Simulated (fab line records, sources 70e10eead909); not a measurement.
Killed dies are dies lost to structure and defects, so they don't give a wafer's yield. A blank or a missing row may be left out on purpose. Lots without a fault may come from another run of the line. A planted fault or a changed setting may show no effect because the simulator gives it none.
Which tool did it? | flow nand_harc | 6 lots, 18 wafers sampled, at 1 step of a route of 1302

WHAT THE GAUGES READ, wafer by wafer
NHARC_P_CONTACT_OVL_MEAS_13.
lot  | measured     | on         | overlay_x_nm (nm)
L684 | day 6 22:17  | overlay-01 | 0.7 0.5 0.6
L686 | day 7 08:34  | overlay-02 | 0.5 -0.2 0.1
L690 | day 9 06:17  | overlay-02 | 1.1 1.3 1.5
L693 | day 10 14:44 | overlay-02 | -0.4 0.1 -0.4
L699 | day 12 20:11 | overlay-02 | 0.3 0.5 0.6
L705 | day 15 08:30 | overlay-01 | 0.1 -0.2 -0.4

WHICH TOOL RAN EACH LOT (tool, then ch and the chambers of the sampled wafers, then the start)
The record holds no process step before these readings.

THE ANSWER, worked out from the rows above alone
Rule: what is usual is taken from the lots themselves. Put in order of their means at a reading, lots are off if they are a third of the lots or fewer, leave a main group of 4 or more, and stand apart from it by a gap of 3 or more times the standard deviation of the main group's means; of several such gaps the widest counts. A main group whose means are all the same, to the digits that the tables above print for the reading, isn't used. A lot without any number at a reading at which 4 lots or more have one is off too. The other lots that the step has rows for count as sound.
No lot is off at any reading shown: from this, nothing can be told.

WHAT THE SIMULATOR HAD PUT IN
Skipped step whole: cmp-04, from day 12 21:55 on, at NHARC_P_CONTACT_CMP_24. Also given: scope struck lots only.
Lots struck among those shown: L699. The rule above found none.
